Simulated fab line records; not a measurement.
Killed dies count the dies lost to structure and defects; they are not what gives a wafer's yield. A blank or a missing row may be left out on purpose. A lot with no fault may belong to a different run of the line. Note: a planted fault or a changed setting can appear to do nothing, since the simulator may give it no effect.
Which tool was responsible? -- flow n5_finfet -- Sampling: 12 lots, 36 wafers, 2 of 1938 route steps

## WHAT EACH GAUGE READ, for each wafer
N5_BEOL_M3_RS_MEAS_58: uses a four-point probe to measure.
lot,measured,on,M3_RS (ohm/sq)
L075,day 8 18:43,film_metro-01,0.68 0.69 0.66
L077,day 9 21:08,film_metro-01,0.66 0.61 0.59
L080,day 10 13:59,film_metro-01,0.69 0.66 0.66
L082,day 11 02:05,film_metro-01,0.65 0.61 0.60
L084,day 11 19:28,film_metro-02,0.68 0.75 0.65
L087,day 12 21:17,film_metro-02,0.66 0.73 0.70
L076,day 13 11:43,film_metro-02,0.65 0.63 0.66
L090,day 13 15:05,film_metro-01,0.64 0.65 0.69
L091,day 14 09:10,film_metro-01,0.73 0.71 0.69
L093,day 14 18:16,film_metro-01,0.71 0.66 0.69
L095,day 14 21:35,film_metro-01,0.73 0.73 0.70
L097,day 15 02:19,film_metro-02,0.70 0.68 0.65

## WHICH TOOL RAN EACH LOT (tool, then ch and the chambers of the sampled wafers, then the start)
lot,N5_BEOL_M3_PRE_CLEAN_60
L075,"cvd_co-01 ch 1,2, day 8 18:28"
L077,"cvd_co-01 ch 0,1,2, day 9 20:55"
L080,"cvd_co-01 ch 0,1,2, day 10 13:46"
L082,"cvd_co-02 ch 1,2, day 11 01:52"
L084,"cvd_co-02 ch 1,2, day 11 19:15"
L087,"cvd_co-01 ch 0,1, day 12 21:02"
L076,"cvd_co-02 ch 0,1, day 13 11:29"
L090,"cvd_co-01 ch 0,1, day 13 14:52"
L091,"cvd_co-02 ch 1,2, day 14 08:53"
L093,"cvd_co-01 ch 0,1,2, day 14 18:03"
L095,"cvd_co-01 ch 0,2, day 14 21:20"
L097,"cvd_co-02 ch 0,2, day 15 02:02"
- N5_BEOL_M3_PRE_CLEAN_60: time 15 s.

## THE ANSWER, worked out from the rows above alone
Rule: what is usual is taken from the lots themselves. The widest of any qualifying gaps counts: lots, ordered by their means at a reading, are off when they make up no more than a third of the lots, leave a main group of 4 or more, and stand apart from it by 3 or more times the standard deviation of that group's means. The tables above print the reading to a certain number of digits; a main group whose means all agree to those digits is not used. A lot without any number at a reading at which 4 lots or more have one is off too. Where the step has rows for the other lots, those lots are counted as sound.
No lot is off at any reading shown: from this, nothing can be told.

## WHAT HAD BEEN PUT IN BY THE SIMULATOR
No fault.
